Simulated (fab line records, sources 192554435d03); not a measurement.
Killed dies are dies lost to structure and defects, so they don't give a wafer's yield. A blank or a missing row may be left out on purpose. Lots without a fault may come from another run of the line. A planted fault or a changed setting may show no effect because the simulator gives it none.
One fault seen from 2 desks | flow n5_finfet | each desk has only its own numbers; what lay behind them comes last

THE METROLOGY DESK
What the gauges read, lot by lot, whatever tool the lot ran on: means of the sampled wafers that have a number. A lot is out of limits, marked OUT, if its mean lies more than 4 standard deviations from the usual mean; the brackets give that distance. Of its 16 readings 7 are shown: those that lie furthest out on some lot.
Columns: A = IOFF_N_LIN at N5_BEOL_M4_RC_MEAS_101, usual 0.075 nA/um; B = IOFF_P at N5_BEOL_M4_RC_MEAS_101, usual 0.214 nA/um; C = IOFF_P_85C at N5_BEOL_M4_RC_MEAS_101, usual 3.7 nA/um; D = IOFF_P_LIN at N5_BEOL_M4_RC_MEAS_101, usual 0.101 nA/um; E = ION_P at N5_BEOL_M4_RC_MEAS_101, usual 461 uA/um; F = REXT_P at N5_BEOL_M4_RC_MEAS_101, usual 100.7 ohm.um; G = VT_P at N5_BEOL_M4_RC_MEAS_101, usual -250.0 mV
lot  | first seen here | A     | B     | C   | D     | E   | F     | G
L446 | day 8 04:02     | 0.074 | 0.213 | 3.7 | 0.100 | 462 | 100.5 | -249.3
L448 | day 8 06:36     | 0.074 | 0.190 | 3.4 | 0.092 | 458 | 98.2  | -251.6
L452 | day 10 09:23    | 0.073 | 0.214 | 3.7 | 0.103 | 460 | 103.8 | -248.8
L456 | day 10 17:22    | 0.079 | 0.236 | 4.1 | 0.109 | 462 | 104.3 | -249.2
L453 | day 10 18:01    | 0.080 | 0.226 | 3.8 | 0.105 | 464 | 102.2 | -249.1
L457 | day 11 07:54    | 0.073 | 0.195 | 3.5 | 0.095 | 453 | 99.0  | -251.0
L460 | day 11 19:55    | 0.081 | 0.265 | 4.5 | 0.124 | 476 | 95.8  | -243.5
L463 | day 12 16:58    | 0.071 | 0.212 | 3.7 | 0.102 | 462 | 97.0  | -249.5
L462 | day 12 18:50    | 0.092 | 0.244 | 4.1 | 0.110 | 467 | 98.6  | -249.2
This desk's finding: nothing out of limits on any of the 9 lots.

THE TOOL OWNER'S DESK: ald_sin-03
The tool's own readings at N5_SPACER0_ALD_08 (deposits SiNx, target thk 2 nm): means of the sampled wafers that have a number, for each lot that ran on this tool. A lot is out of limits, marked OUT, if its mean lies more than 4 standard deviations from the usual mean; the brackets give that distance.
Columns: A = heater_power_w at N5_SPACER0_ALD_08, usual 841 W
lot  | first seen here | A
L446 | day 3 06:14     | 849
L456 | day 5 20:29     | 837
L457 | day 5 23:41     | 807
L460 | day 6 18:04     | 788
L462 | day 7 12:40     | 795
L463 | day 7 14:46     | 823
This desk's finding: nothing out of limits on any of the 6 lots.

PUT TOGETHER
The metrology desk saw nothing out of limits.
The tool owner's desk saw nothing out of limits.

WHAT THE SIMULATOR HAD PUT IN
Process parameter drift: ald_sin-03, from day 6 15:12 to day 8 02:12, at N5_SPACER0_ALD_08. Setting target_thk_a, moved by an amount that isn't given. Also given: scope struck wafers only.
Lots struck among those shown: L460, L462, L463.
